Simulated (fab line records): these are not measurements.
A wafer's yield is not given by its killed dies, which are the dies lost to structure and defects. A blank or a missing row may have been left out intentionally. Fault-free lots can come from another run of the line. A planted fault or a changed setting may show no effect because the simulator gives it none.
Matching of chambers -- flow nand harc -- 4 sister chambers for NHARC_A_CHANNEL_FILL_D1_ALD_16 on ald hk-01
The step deposits SiO2, target thk 1.5 nm, pulse time 10 s, ald cycles 15. 4 wafers are shown with their chamber, then 7 later ones without.

WAFERS PAIRED WITH THEIR CHAMBERS
wafer,chamber,heater power w (W)
L285.5,0,489
L291.6,2,524
L294.1,3,468
L294.3,1,457

WAFERS WHOSE CHAMBER IS MISSING
wafer,heater power w (W)
L294.6,524
L298.1,462
L298.2,525
L298.6,458
L299.2,470
L299.3,472
L299.6,518

EACH ONE'S CHAMBER
wafer,from the rows above,in truth
L294.6,2,2
L298.1,can't be placed: 1 or 3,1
L298.2,2,2
L298.6,1,1
L299.2,3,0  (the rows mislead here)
L299.3,3,3
L299.6,2,2
Correctly placed: 5 of 7. These rows do not allow placing 1 (true chamber among the candidates in 1). Wrongly placed: 1.
How it was worked out, from the rows above alone: a wafer's distance from a chamber is the root of the sum, over the readings, of the square of ((its reading less the chamber's mean) divided by the reading's scatter). If the next closest chamber is less than 2 further off than the closest, the wafer can't be placed; otherwise it belongs to the closest. A chamber's mean is the mean of its shown wafers. The scatter: with one shown wafer a chamber, the root of the mean of the squares of how far each hidden wafer lies from its nearest shown one.
